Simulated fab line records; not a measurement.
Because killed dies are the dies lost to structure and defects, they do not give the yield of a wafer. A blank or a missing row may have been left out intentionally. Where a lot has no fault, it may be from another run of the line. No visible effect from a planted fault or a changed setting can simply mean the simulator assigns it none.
fab line records :: flow nand_harc :: part 2 of 2: steps 21 to 26 of 26
[record]
  lots = 5
  wafers = 15
  last_day = 26
route steps=1159 shown A_STAIRCASE@600
lots untouched by any fault: they come from a run of this same line in which no faults occurred
start_h: hours from the record's first day to the start of the lot's first wafer shown :: wait_h: hours since the lot's step before :: " the same as in the row above :: L1.1+2: several wafers, shown together as one row :: - no value, or no start was given :: * or withheld: withheld :: < > ~ a bound
route shown NAME@n: a module of which the file shows steps, and the number in the route of the first :: usual: mean and standard deviation over wafers with no fault :: same: alike in all rows :: chamber/n: place in a boat :: sites: each site's reading :: _std_site: the values' standard deviation :: _edge_site: outer sites' mean less inner sites' :: radius_mm: how far each site lies from the wafer's centre :: mask NAME#n: copy n :: behind: tool/chamber where the wafer was last shaped :: hold: reason for holding the lot/hours on hold/outcome of the hold :: device: the n, p or np transistor that did not switch :: end of line: the same wafers' tests at the end of the route :: a step with no rows: only its recipe :: killed: dies lost to structure and defects at the first sort, not the wafer's yield :: map: a wafer's dies, marking killed ones x, the rest . and places with no die _
set.NAME: the setting as run; set.NAME@STEP: as run at that earlier step :: model.NAME: the simulator's own value behind a step, which no gauge read
a table for each step, a row for each wafer; lots at some steps of the route
services: from which hour (start_h, from the record's first day; less than 0 if before it) a tool's chamber was out of use, for how many hours, and why
[[steps]]
[step NHARC_A_STAIRCASE_ETCH_227]
[recipe]
  target_depth_a = 1000
  time_s = 40.5
  ion_energy_ev = 400
  c4f8_flow_sccm = 20
  o2_flow_sccm = 10
  ar_flow_sccm = withheld
  rf_w = 600
  bias_w = 1000
  chemistry = C4F8/O2
[usual]
  oes_product_au = 0.942/0.011
  rf_vpp_V = 897/5
lot.wafer: L074.4
tool: rie_diel-07
chamber: 0
start_h: -
wait_h: -
oes_product_au: 0.939
rf_hours_counter_h: 4
rf_vpp_V: 891

lot.wafer: L074.2
tool: rie_diel-07
chamber: 1
start_h: -
wait_h: -
oes_product_au: 0.935
rf_hours_counter_h: 4
rf_vpp_V: 893

lot.wafer: L074.5
tool: rie_diel-07
chamber: 0
start_h: -
wait_h: -
oes_product_au: 0.935
rf_hours_counter_h: -
rf_vpp_V: 892

lot.wafer: L075.2
tool: rie_diel-11
chamber: 0
start_h: -
wait_h: -
oes_product_au: 0.949
rf_hours_counter_h: 22
rf_vpp_V: 898

lot.wafer: L075.1
tool: rie_diel-11
chamber: 2
start_h: -
wait_h: -
oes_product_au: 0.946
rf_hours_counter_h: 23
rf_vpp_V: 887

lot.wafer: L075.6
tool: rie_diel-11
chamber: 0
start_h: -
wait_h: -
oes_product_au: 0.957
rf_hours_counter_h: -
rf_vpp_V: 898

lot.wafer: L088.4
tool: rie_diel-12
chamber: 1
start_h: -
wait_h: -
oes_product_au: 0.948
rf_hours_counter_h: 45
rf_vpp_V: 900

lot.wafer: L088.3
tool: rie_diel-12
chamber: 2
start_h: -
wait_h: -
oes_product_au: 0.937
rf_hours_counter_h: 41
rf_vpp_V: 903

lot.wafer: L088.5
tool: rie_diel-12
chamber: 0
start_h: -
wait_h: -
oes_product_au: 0.955
rf_hours_counter_h: -
rf_vpp_V: 895

lot.wafer: L093.1
tool: rie_diel-12
chamber: 2
start_h: -
wait_h: -
oes_product_au: 0.917
rf_hours_counter_h: 52
rf_vpp_V: 902

lot.wafer: L093.3
tool: rie_diel-12
chamber: 0
start_h: -
wait_h: -
oes_product_au: 0.961
rf_hours_counter_h: 60
rf_vpp_V: 894

lot.wafer: L093.2
tool: rie_diel-12
chamber: 1
start_h: -
wait_h: -
oes_product_au: 0.938
rf_hours_counter_h: 58
rf_vpp_V: 899

lot.wafer: L096.4
tool: rie_diel-11
chamber: 2
start_h: -
wait_h: -
oes_product_au: 0.954
rf_hours_counter_h: 2
rf_vpp_V: 905

lot.wafer: L096.1
tool: rie_diel-11
chamber: 3
start_h: -
wait_h: -
oes_product_au: 0.956
rf_hours_counter_h: 2
rf_vpp_V: 898

lot.wafer: L096.2
tool: rie_diel-11
chamber: 0
start_h: -
wait_h: -
oes_product_au: 0.953
rf_hours_counter_h: 3
rf_vpp_V: 896
[step NHARC_A_STAIRCASE_TRIM_229]
[recipe]
  time_s = 211.2
  o2_flow_sccm = 500
  ar_flow_sccm = 0
  bias_w = 0
  chemistry = O2
[usual]
  drypump_motor_current_A = 5.9/0.48
  mfc_ar_sccm = 0.007/0.011
  oes_product_au = 1.003/0.01
  rf_vpp_V = 57.9/0.86
  showerhead_plenum_p_Torr = 3.58/0.13
  throttle_valve_pct = 17.038/0.0094
lot.wafer: L074.2
tool: rie_diel-12
chamber: 1
start_h: 248.65
wait_h: 0.1
drypump_motor_current_A: 5.9
mfc_ar_sccm: 0.013
oes_product_au: 1.016
rf_hours_counter_h: 15
rf_vpp_V: 57.7
showerhead_plenum_p_Torr: 3.64
throttle_valve_pct: 17.031

lot.wafer: L074.4
tool: rie_diel-12
chamber: 0
start_h: 248.65
wait_h: 0.1
drypump_motor_current_A: 5.7
mfc_ar_sccm: 0
oes_product_au: 1.020
rf_hours_counter_h: 17
rf_vpp_V: 57.7
showerhead_plenum_p_Torr: 3.51
throttle_valve_pct: 17.049

lot.wafer: L074.5
tool: rie_diel-12
chamber: 1
start_h: 248.65
wait_h: 0.1
drypump_motor_current_A: 5.9
mfc_ar_sccm: 0.013
oes_product_au: 1.017
rf_hours_counter_h: -
rf_vpp_V: 58.3
showerhead_plenum_p_Torr: 3.64
throttle_valve_pct: 17.039

lot.wafer: L075.2
tool: rie_diel-11
chamber: 0
start_h: 256.30
wait_h: 0.1
drypump_motor_current_A: 5.8
mfc_ar_sccm: 0.019
oes_product_au: 1.019
rf_hours_counter_h: 22
rf_vpp_V: 58.3
showerhead_plenum_p_Torr: 3.58
throttle_valve_pct: 17.025

lot.wafer: L075.1
tool: rie_diel-11
chamber: 1
start_h: 256.30
wait_h: 0.1
drypump_motor_current_A: 5.5
mfc_ar_sccm: 0
oes_product_au: 0.995
rf_hours_counter_h: 22
rf_vpp_V: 59.7
showerhead_plenum_p_Torr: 3.69
throttle_valve_pct: 17.038

lot.wafer: L075.6
tool: rie_diel-11
chamber: 3
start_h: 256.30
wait_h: 0.1
drypump_motor_current_A: 6.6
mfc_ar_sccm: 0
oes_product_au: 1.013
rf_hours_counter_h: -
rf_vpp_V: 58.1
showerhead_plenum_p_Torr: 3.62
throttle_valve_pct: 17.025

lot.wafer: L088.3
tool: rie_diel-12
chamber: 0
start_h: 333.96
wait_h: 0.1
drypump_motor_current_A: 5.7
mfc_ar_sccm: 0
oes_product_au: 1.005
rf_hours_counter_h: 47
rf_vpp_V: 55.6
showerhead_plenum_p_Torr: 3.49
throttle_valve_pct: 17.040

lot.wafer: L088.4
tool: rie_diel-12
chamber: 1
start_h: 333.96
wait_h: 0.1
drypump_motor_current_A: 5.9
mfc_ar_sccm: 0.013
oes_product_au: 0.991
rf_hours_counter_h: 45
rf_vpp_V: 57.0
showerhead_plenum_p_Torr: 3.62
throttle_valve_pct: 17.046

lot.wafer: L088.5
tool: rie_diel-12
chamber: 3
start_h: 333.96
wait_h: 0.1
drypump_motor_current_A: 6.0
mfc_ar_sccm: 0
oes_product_au: 1.010
rf_hours_counter_h: -
rf_vpp_V: 56.1
showerhead_plenum_p_Torr: 3.61
throttle_valve_pct: 17.039

lot.wafer: L093.1
tool: rie_diel-07
chamber: 0
start_h: 370.54
wait_h: 0.1
drypump_motor_current_A: 6.7
mfc_ar_sccm: 0.011
oes_product_au: 0.992
rf_hours_counter_h: 51
rf_vpp_V: 56.8
showerhead_plenum_p_Torr: 3.39
throttle_valve_pct: 17.027

lot.wafer: L093.3
tool: rie_diel-07
chamber: 2
start_h: 370.54
wait_h: 0.1
drypump_motor_current_A: 5.9
mfc_ar_sccm: 0.003
oes_product_au: 1.013
rf_hours_counter_h: 46
rf_vpp_V: 58.2
showerhead_plenum_p_Torr: 3.67
throttle_valve_pct: 17.041

lot.wafer: L093.2
tool: rie_diel-07
chamber: 3
start_h: 370.54
wait_h: 0.1
drypump_motor_current_A: 5.6
mfc_ar_sccm: 0.035
oes_product_au: 1.008
rf_hours_counter_h: 46
rf_vpp_V: 58.0
showerhead_plenum_p_Torr: 3.75
throttle_valve_pct: 17.039

lot.wafer: L096.2
tool: rie_diel-11
chamber: 1
start_h: 379.50
wait_h: 0.1
drypump_motor_current_A: 5.5
mfc_ar_sccm: 0
oes_product_au: 0.980
rf_hours_counter_h: 3
rf_vpp_V: 57.6
showerhead_plenum_p_Torr: 3.66
throttle_valve_pct: 17.053

lot.wafer: L096.1
tool: rie_diel-11
chamber: 2
start_h: 379.50
wait_h: 0.1
drypump_motor_current_A: 5.5
mfc_ar_sccm: 0
oes_product_au: 1.011
rf_hours_counter_h: 2
rf_vpp_V: 58.8
showerhead_plenum_p_Torr: 3.81
throttle_valve_pct: 17.033

lot.wafer: L096.4
tool: rie_diel-11
chamber: 3
start_h: 379.50
wait_h: 0.1
drypump_motor_current_A: 6.6
mfc_ar_sccm: 0
oes_product_au: 1.019
rf_hours_counter_h: 2
rf_vpp_V: 58.3
showerhead_plenum_p_Torr: 3.60
throttle_valve_pct: 17.032
[step NHARC_A_STAIRCASE_ETCH_230]
[recipe]
  target_depth_a = 1000
  time_s = 40.5
  ion_energy_ev = 400
  c4f8_flow_sccm = 20
  o2_flow_sccm = 10
  ar_flow_sccm = withheld
  rf_w = 600
  bias_w = 1000
  chemistry = C4F8/O2
[usual]
  oes_product_au = 0.949/0.017
  rf_vpp_V = 897/5
lot.wafer: L074.4
tool: rie_diel-12
chamber: 1
start_h: -
wait_h: -
oes_product_au: 0.955
rf_hours_counter_h: 16
rf_vpp_V: 899

lot.wafer: L074.2
tool: rie_diel-12
chamber: 2
start_h: -
wait_h: -
oes_product_au: 0.936
rf_hours_counter_h: 13
rf_vpp_V: 902

lot.wafer: L074.5
tool: rie_diel-12
chamber: 0
start_h: -
wait_h: -
oes_product_au: 0.968
rf_hours_counter_h: -
rf_vpp_V: 895

lot.wafer: L075.2
tool: rie_diel-11
chamber: 2
start_h: -
wait_h: -
oes_product_au: 0.943
rf_hours_counter_h: 23
rf_vpp_V: 886

lot.wafer: L075.1
tool: rie_diel-11
chamber: 1
start_h: -
wait_h: -
oes_product_au: 0.930
rf_hours_counter_h: 22
rf_vpp_V: 901

lot.wafer: L075.6
tool: rie_diel-11
chamber: 2
start_h: -
wait_h: -
oes_product_au: 0.929
rf_hours_counter_h: -
rf_vpp_V: 888

lot.wafer: L088.3
tool: rie_diel-12
chamber: 0
start_h: -
wait_h: -
oes_product_au: 0.951
rf_hours_counter_h: 47
rf_vpp_V: 894

lot.wafer: L088.4
tool: rie_diel-12
chamber: 2
start_h: -
wait_h: -
oes_product_au: 0.942
rf_hours_counter_h: 41
rf_vpp_V: 902

lot.wafer: L088.5
tool: rie_diel-12
chamber: 0
start_h: -
wait_h: -
oes_product_au: 0.950
rf_hours_counter_h: -
rf_vpp_V: 896

lot.wafer: L093.1
tool: rie_diel-07
chamber: 0
start_h: -
wait_h: -
oes_product_au: 0.955
rf_hours_counter_h: 52
rf_vpp_V: 892

lot.wafer: L093.3
tool: rie_diel-07
chamber: 2
start_h: -
wait_h: -
oes_product_au: 0.961
rf_hours_counter_h: 46
rf_vpp_V: 901

lot.wafer: L093.2
tool: rie_diel-07
chamber: 3
start_h: -
wait_h: -
oes_product_au: 0.955
rf_hours_counter_h: 46
rf_vpp_V: 904

lot.wafer: L096.1
tool: rie_diel-11
chamber: 2
start_h: -
wait_h: -
oes_product_au: 0.956
rf_hours_counter_h: 2
rf_vpp_V: 906

lot.wafer: L096.4
tool: rie_diel-11
chamber: 3
start_h: -
wait_h: -
oes_product_au: 0.973
rf_hours_counter_h: 2
rf_vpp_V: 899

lot.wafer: L096.2
tool: rie_diel-11
chamber: 0
start_h: -
wait_h: -
oes_product_au: 0.938
rf_hours_counter_h: 3
rf_vpp_V: 898
[step NHARC_A_STAIRCASE_TRIM_231]
[recipe]
  time_s = 211.2
  o2_flow_sccm = 500
  ar_flow_sccm = 0
  bias_w = 0
  chemistry = O2
[usual]
  drypump_motor_current_A = 5.9/0.53
  mfc_ar_sccm = 0.006/0.01
  oes_product_au = 1.003/0.009
  rf_vpp_V = 57.9/0.83
  showerhead_plenum_p_Torr = 3.57/0.13
  throttle_valve_pct = 17.036/0.0086
lot.wafer: L074.4
tool: rie_diel-12
chamber: 3
start_h: -
wait_h: -
drypump_motor_current_A: 6.0
mfc_ar_sccm: 0
oes_product_au: 1.012
rf_hours_counter_h: 16
rf_vpp_V: 58.4
showerhead_plenum_p_Torr: 3.63
throttle_valve_pct: 17.037

lot.wafer: L074.2
tool: rie_diel-12
chamber: 1
start_h: -
wait_h: -
drypump_motor_current_A: 5.9
mfc_ar_sccm: 0.013
oes_product_au: 1.009
rf_hours_counter_h: 16
rf_vpp_V: 58.5
showerhead_plenum_p_Torr: 3.64
throttle_valve_pct: 17.039

lot.wafer: L074.5
tool: rie_diel-12
chamber: 0
start_h: -
wait_h: -
drypump_motor_current_A: 5.7
mfc_ar_sccm: 0
oes_product_au: 1.016
rf_hours_counter_h: -
rf_vpp_V: 57.1
showerhead_plenum_p_Torr: 3.51
throttle_valve_pct: 17.023

lot.wafer: L075.2
tool: rie_diel-11
chamber: 3
start_h: -
wait_h: -
drypump_motor_current_A: 6.6
mfc_ar_sccm: 0
oes_product_au: 1.013
rf_hours_counter_h: 23
rf_vpp_V: 59.2
showerhead_plenum_p_Torr: 3.62
throttle_valve_pct: 17.049

lot.wafer: L075.1
tool: rie_diel-11
chamber: 0
start_h: -
wait_h: -
drypump_motor_current_A: 5.8
mfc_ar_sccm: 0.019
oes_product_au: 1.010
rf_hours_counter_h: 22
rf_vpp_V: 57.1
showerhead_plenum_p_Torr: 3.58
throttle_valve_pct: 17.028

lot.wafer: L075.6
tool: rie_diel-11
chamber: 3
start_h: -
wait_h: -
drypump_motor_current_A: 6.6
mfc_ar_sccm: 0
oes_product_au: 1.000
rf_hours_counter_h: -
rf_vpp_V: 57.8
showerhead_plenum_p_Torr: 3.62
throttle_valve_pct: 17.034

lot.wafer: L088.3
tool: rie_diel-12
chamber: 3
start_h: -
wait_h: -
drypump_motor_current_A: 6.0
mfc_ar_sccm: 0
oes_product_au: 0.992
rf_hours_counter_h: 44
rf_vpp_V: 57.8
showerhead_plenum_p_Torr: 3.61
throttle_valve_pct: 17.041

lot.wafer: L088.4
tool: rie_diel-12
chamber: 2
start_h: -
wait_h: -
drypump_motor_current_A: 6.2
mfc_ar_sccm: 0
oes_product_au: 0.989
rf_hours_counter_h: 41
rf_vpp_V: 57.7
showerhead_plenum_p_Torr: 3.70
throttle_valve_pct: 17.042

lot.wafer: L088.5
tool: rie_diel-12
chamber: 0
start_h: -
wait_h: -
drypump_motor_current_A: 5.7
mfc_ar_sccm: 0
oes_product_au: 1.003
rf_hours_counter_h: -
rf_vpp_V: 57.0
showerhead_plenum_p_Torr: 3.49
throttle_valve_pct: 17.023

lot.wafer: L093.2
tool: rie_diel-07
chamber: 2
start_h: -
wait_h: -
drypump_motor_current_A: 6.0
mfc_ar_sccm: 0.003
oes_product_au: 1.011
rf_hours_counter_h: 46
rf_vpp_V: 57.1
showerhead_plenum_p_Torr: 3.67
throttle_valve_pct: 17.042

lot.wafer: L093.3
tool: rie_diel-07
chamber: 3
start_h: -
wait_h: -
drypump_motor_current_A: 5.5
mfc_ar_sccm: 0.035
oes_product_au: 1.004
rf_hours_counter_h: 46
rf_vpp_V: 58.9
showerhead_plenum_p_Torr: 3.75
throttle_valve_pct: 17.049

lot.wafer: L093.1
tool: rie_diel-07
chamber: 0
start_h: -
wait_h: -
drypump_motor_current_A: 6.7
mfc_ar_sccm: 0.011
oes_product_au: 1.012
rf_hours_counter_h: 52
rf_vpp_V: 57.6
showerhead_plenum_p_Torr: 3.39
throttle_valve_pct: 17.039

lot.wafer: L096.4
tool: rie_diel-11
chamber: 3
start_h: -
wait_h: -
drypump_motor_current_A: 6.6
mfc_ar_sccm: 0
oes_product_au: 1.012
rf_hours_counter_h: 2
rf_vpp_V: 55.8
showerhead_plenum_p_Torr: 3.60
throttle_valve_pct: 17.030

lot.wafer: L096.2
tool: rie_diel-11
chamber: 0
start_h: -
wait_h: -
drypump_motor_current_A: 5.8
mfc_ar_sccm: 0.019
oes_product_au: 1.000
rf_hours_counter_h: 3
rf_vpp_V: 57.6
showerhead_plenum_p_Torr: 3.55
throttle_valve_pct: 17.045

lot.wafer: L096.1
tool: rie_diel-11
chamber: 1
start_h: -
wait_h: -
drypump_motor_current_A: 5.5
mfc_ar_sccm: 0
oes_product_au: 0.983
rf_hours_counter_h: 3
rf_vpp_V: 57.7
showerhead_plenum_p_Torr: 3.66
throttle_valve_pct: 17.023
[step NHARC_A_STAIRCASE_ETCH_232]
[recipe]
  target_depth_a = 1000
  time_s = 40.5
  ion_energy_ev = 400
  c4f8_flow_sccm = 20
  o2_flow_sccm = 10
  ar_flow_sccm = withheld
  rf_w = 600
  bias_w = 1000
  chemistry = C4F8/O2
[usual]
  oes_product_au = 0.947/0.013
  rf_vpp_V = 898/5.1
lot.wafer: L074.4
tool: rie_diel-12
chamber: 1
start_h: -
wait_h: -
oes_product_au: 0.960
rf_hours_counter_h: 16
rf_vpp_V: 900

lot.wafer: L074.2
tool: rie_diel-12
chamber: 3
start_h: -
wait_h: -
oes_product_au: 0.943
rf_hours_counter_h: 16
rf_vpp_V: 900

lot.wafer: L074.5
tool: rie_diel-12
chamber: 1
start_h: -
wait_h: -
oes_product_au: 0.965
rf_hours_counter_h: -
rf_vpp_V: 899

lot.wafer: L075.2
tool: rie_diel-11
chamber: 2
start_h: -
wait_h: -
oes_product_au: 0.947
rf_hours_counter_h: 24
rf_vpp_V: 887

lot.wafer: L075.1
tool: rie_diel-11
chamber: 0
start_h: -
wait_h: -
oes_product_au: 0.961
rf_hours_counter_h: 22
rf_vpp_V: 898

lot.wafer: L075.6
tool: rie_diel-11
chamber: 2
start_h: -
wait_h: -
oes_product_au: 0.959
rf_hours_counter_h: -
rf_vpp_V: 888

lot.wafer: L088.3
tool: rie_diel-12
chamber: 0
start_h: -
wait_h: -
oes_product_au: 0.958
rf_hours_counter_h: 48
rf_vpp_V: 894

lot.wafer: L088.4
tool: rie_diel-12
chamber: 2
start_h: -
wait_h: -
oes_product_au: 0.945
rf_hours_counter_h: 41
rf_vpp_V: 903

lot.wafer: L088.5
tool: rie_diel-12
chamber: 0
start_h: -
wait_h: -
oes_product_au: 0.955
rf_hours_counter_h: -
rf_vpp_V: 894

lot.wafer: L093.2
tool: rie_diel-07
chamber: 1
start_h: -
wait_h: -
oes_product_au: 0.939
rf_hours_counter_h: 52
rf_vpp_V: 892

lot.wafer: L093.3
tool: rie_diel-07
chamber: 2
start_h: -
wait_h: -
oes_product_au: 0.941
rf_hours_counter_h: 46
rf_vpp_V: 901

lot.wafer: L093.1
tool: rie_diel-07
chamber: 3
start_h: -
wait_h: -
oes_product_au: 0.940
rf_hours_counter_h: 46
rf_vpp_V: 905

lot.wafer: L096.1
tool: rie_diel-11
chamber: 2
start_h: -
wait_h: -
oes_product_au: 0.953
rf_hours_counter_h: 2
rf_vpp_V: 905

lot.wafer: L096.2
tool: rie_diel-11
chamber: 3
start_h: -
wait_h: -
oes_product_au: 0.961
rf_hours_counter_h: 2
rf_vpp_V: 899

lot.wafer: L096.4
tool: rie_diel-11
chamber: 1
start_h: -
wait_h: -
oes_product_au: 0.924
rf_hours_counter_h: 3
rf_vpp_V: 900
[step NHARC_A_STAIRCASE_TRIM_233]
[recipe]
  time_s = 211.2
  o2_flow_sccm = 500
  ar_flow_sccm = 0
  bias_w = 0
  chemistry = O2
[usual]
  drypump_motor_current_A = 5.9/0.54
  mfc_ar_sccm = 0.006/0.0094
  oes_product_au = 1.003/0.0096
  rf_vpp_V = 57.7/0.82
  showerhead_plenum_p_Torr = 3.57/0.13
  throttle_valve_pct = 17.037/0.008
lot.wafer: L074.2
tool: rie_diel-12
chamber: 2
start_h: -
wait_h: -
drypump_motor_current_A: 6.3
mfc_ar_sccm: 0
oes_product_au: 0.992
rf_hours_counter_h: 13
rf_vpp_V: 57.2
showerhead_plenum_p_Torr: 3.71
throttle_valve_pct: 17.049

lot.wafer: L074.4
tool: rie_diel-12
chamber: 3
start_h: -
wait_h: -
drypump_motor_current_A: 6.0
mfc_ar_sccm: 0
oes_product_au: 0.991
rf_hours_counter_h: 17
rf_vpp_V: 57.6
showerhead_plenum_p_Torr: 3.63
throttle_valve_pct: 17.047

lot.wafer: L074.5
tool: rie_diel-12
chamber: 0
start_h: -
wait_h: -
drypump_motor_current_A: 5.7
mfc_ar_sccm: 0
oes_product_au: 0.999
rf_hours_counter_h: -
rf_vpp_V: 57.8
showerhead_plenum_p_Torr: 3.51
throttle_valve_pct: 17.040

lot.wafer: L075.1
tool: rie_diel-11
chamber: 1
start_h: -
wait_h: -
drypump_motor_current_A: 5.5
mfc_ar_sccm: 0
oes_product_au: 0.985
rf_hours_counter_h: 22
rf_vpp_V: 58.0
showerhead_plenum_p_Torr: 3.69
throttle_valve_pct: 17.037

lot.wafer: L075.2
tool: rie_diel-11
chamber: 2
start_h: -
wait_h: -
drypump_motor_current_A: 5.5
mfc_ar_sccm: 0
oes_product_au: 1.016
rf_hours_counter_h: 24
rf_vpp_V: 56.1
showerhead_plenum_p_Torr: 3.30
throttle_valve_pct: 17.033

lot.wafer: L075.6
tool: rie_diel-11
chamber: 2
start_h: -
wait_h: -
drypump_motor_current_A: 5.5
mfc_ar_sccm: 0
oes_product_au: 1.007
rf_hours_counter_h: -
rf_vpp_V: 56.8
showerhead_plenum_p_Torr: 3.30
throttle_valve_pct: 17.040

lot.wafer: L088.3
tool: rie_diel-12
chamber: 2
start_h: -
wait_h: -
drypump_motor_current_A: 6.2
mfc_ar_sccm: 0
oes_product_au: 0.994
rf_hours_counter_h: 41
rf_vpp_V: 57.4
showerhead_plenum_p_Torr: 3.70
throttle_valve_pct: 17.052

lot.wafer: L088.4
tool: rie_diel-12
chamber: 3
start_h: -
wait_h: -
drypump_motor_current_A: 6.0
mfc_ar_sccm: 0
oes_product_au: 1.013
rf_hours_counter_h: 44
rf_vpp_V: 58.7
showerhead_plenum_p_Torr: 3.61
throttle_valve_pct: 17.043

lot.wafer: L088.5
tool: rie_diel-12
chamber: 1
start_h: -
wait_h: -
drypump_motor_current_A: 5.9
mfc_ar_sccm: 0.013
oes_product_au: 1.002
rf_hours_counter_h: -
rf_vpp_V: 57.7
showerhead_plenum_p_Torr: 3.62
throttle_valve_pct: 17.028

lot.wafer: L093.3
tool: rie_diel-07
chamber: 2
start_h: -
wait_h: -
drypump_motor_current_A: 5.9
mfc_ar_sccm: 0.003
oes_product_au: 1.014
rf_hours_counter_h: 46
rf_vpp_V: 58.4
showerhead_plenum_p_Torr: 3.67
throttle_valve_pct: 17.047

lot.wafer: L093.2
tool: rie_diel-07
chamber: 0
start_h: -
wait_h: -
drypump_motor_current_A: 6.7
mfc_ar_sccm: 0.011
oes_product_au: 1.007
rf_hours_counter_h: 52
rf_vpp_V: 58.5
showerhead_plenum_p_Torr: 3.39
throttle_valve_pct: 17.039

lot.wafer: L093.1
tool: rie_diel-07
chamber: 1
start_h: -
wait_h: -
drypump_motor_current_A: 4.7
mfc_ar_sccm: 0
oes_product_au: 0.994
rf_hours_counter_h: 52
rf_vpp_V: 56.7
showerhead_plenum_p_Torr: 3.42
throttle_valve_pct: 17.030

lot.wafer: L096.4
tool: rie_diel-11
chamber: 3
start_h: -
wait_h: -
drypump_motor_current_A: 6.6
mfc_ar_sccm: 0
oes_product_au: 1.018
rf_hours_counter_h: 2
rf_vpp_V: 58.2
showerhead_plenum_p_Torr: 3.60
throttle_valve_pct: 17.034

lot.wafer: L096.1
tool: rie_diel-11
chamber: 1
start_h: -
wait_h: -
drypump_motor_current_A: 5.5
mfc_ar_sccm: 0
oes_product_au: 0.985
rf_hours_counter_h: 3
rf_vpp_V: 58.8
showerhead_plenum_p_Torr: 3.66
throttle_valve_pct: 17.027

lot.wafer: L096.2
tool: rie_diel-11
chamber: 2
start_h: -
wait_h: -
drypump_motor_current_A: 5.5
mfc_ar_sccm: 0
oes_product_au: 1.009
rf_hours_counter_h: 2
rf_vpp_V: 57.7
showerhead_plenum_p_Torr: 3.81
throttle_valve_pct: 17.044
[[services]]
tool: rie_diel-11
chamber: 0
start_h: 223.04
hours: -
kind: clean

tool: rie_diel-11
chamber: 1
start_h: 223.04
hours: -
kind: clean

tool: rie_diel-11
chamber: 2
start_h: 223.04
hours: -
kind: clean

tool: rie_diel-11
chamber: 3
start_h: 223.04
hours: -
kind: clean

tool: rie_diel-07
chamber: -
start_h: 228.26
hours: 9.0
kind: pm

tool: rie_diel-12
chamber: 0
start_h: 236.30
hours: -
kind: clean

tool: rie_diel-12
chamber: 1
start_h: 236.30
hours: -
kind: clean

tool: litho_track-05
chamber: -
start_h: 237.01
hours: 7.0
kind: pm

tool: krf_scanner-03
chamber: -
start_h: 243.71
hours: 0.4
kind: repair

tool: krf_scanner-04
chamber: -
start_h: 252.14
hours: 1.0
kind: repair

tool: krf_scanner-01
chamber: -
start_h: 256.00
hours: 4.0
kind: pm

tool: rie_diel-12
chamber: 3
start_h: 258.47
hours: 5.0
kind: repair

tool: wet_bench-07
chamber: -
start_h: 272.06
hours: 8.0
kind: pm

tool: krf_scanner-04
chamber: -
start_h: 279.73
hours: 9.4
kind: repair

tool: krf_scanner-04
chamber: -
start_h: 298.00
hours: 4.0
kind: pm

tool: rie_diel-11
chamber: 3
start_h: 302.78
hours: 6.8
kind: repair

tool: wet_bench-04
chamber: -
start_h: 339.20
hours: 8.0
kind: pm

tool: krf_scanner-03
chamber: -
start_h: 340.01
hours: 4.0
kind: pm

tool: rie_diel-11
chamber: 0
start_h: 353.65
hours: 4.1
kind: repair

tool: litho_track-07
chamber: -
start_h: 364.00
hours: 7.0
kind: pm

tool: rie_diel-11
chamber: -
start_h: 366.67
hours: 9.0
kind: pm

tool: rie_diel-07
chamber: 3
start_h: 371.03
hours: 30.2
kind: repair

tool: wet_bench-05
chamber: -
start_h: 372.80
hours: 8.0
kind: pm

tool: rie_diel-12
chamber: -
start_h: 379.45
hours: 9.0
kind: pm
